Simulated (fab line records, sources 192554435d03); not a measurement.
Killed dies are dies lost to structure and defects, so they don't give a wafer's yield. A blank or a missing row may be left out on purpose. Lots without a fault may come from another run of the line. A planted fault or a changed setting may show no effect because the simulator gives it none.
Chamber matching | flow n5_finfet | N5_MOL_CONTACT_COAG_ETCH_15 on rie_diel-05: 4 sister chambers
The step etches SiNx in CH3F/O2, stops on Si:P, target depth 7 nm. 8 wafers are shown with their chamber, then 7 later ones without.

WAFERS WITH THEIR CHAMBER
wafer  | chamber | drypump_motor_current_A (A) | showerhead_plenum_p_Torr (Torr)
L079.3 | 1       | 6.2                         | 2.04
L079.5 | 3       | 5.5                         | 2.11
L080.1 | 2       | 4.9                         | 2.07
L080.2 | 1       | 6.3                         | 2.04
L087.4 | 0       | 5.5                         | 2.02
L087.5 | 3       | 5.4                         | 2.10
L088.1 | 2       | 4.9                         | 2.07
L088.3 | 0       | 5.5                         | 2.02

WAFERS WITHOUT THEIR CHAMBER
wafer  | drypump_motor_current_A (A) | showerhead_plenum_p_Torr (Torr)
L088.5 | 5.5                         | 2.10
L090.2 | 6.2                         | 2.03
L090.5 | 5.5                         | 2.02
L090.6 | 6.2                         | 2.03
L094.1 | 5.5                         | 2.01
L094.2 | 6.2                         | 2.03
L094.3 | 5.4                         | 2.09

WHICH CHAMBER EACH WENT THROUGH
wafer  | from the rows above | in truth
L088.5 | 3                   | 3
L090.2 | 1                   | 1
L090.5 | 0                   | 0
L090.6 | 1                   | 1
L094.1 | 0                   | 0
L094.2 | 1                   | 1
L094.3 | 3                   | 3
Placed correctly: 7 of 7. Can't be placed from these rows: 0. Placed wrongly: 0.
How it was worked out, from the rows above alone: a wafer's distance from a chamber is the root of the sum, over the readings, of the square of ((its reading less the chamber's mean) divided by the reading's scatter). The wafer belongs to the nearest chamber; if the next one is less than 2 further off, it can't be placed. A chamber's mean is the mean of its shown wafers. The scatter: the root of (the sum of the squares of (reading less its chamber's mean) over the shown wafers, divided by (wafers less chambers)).
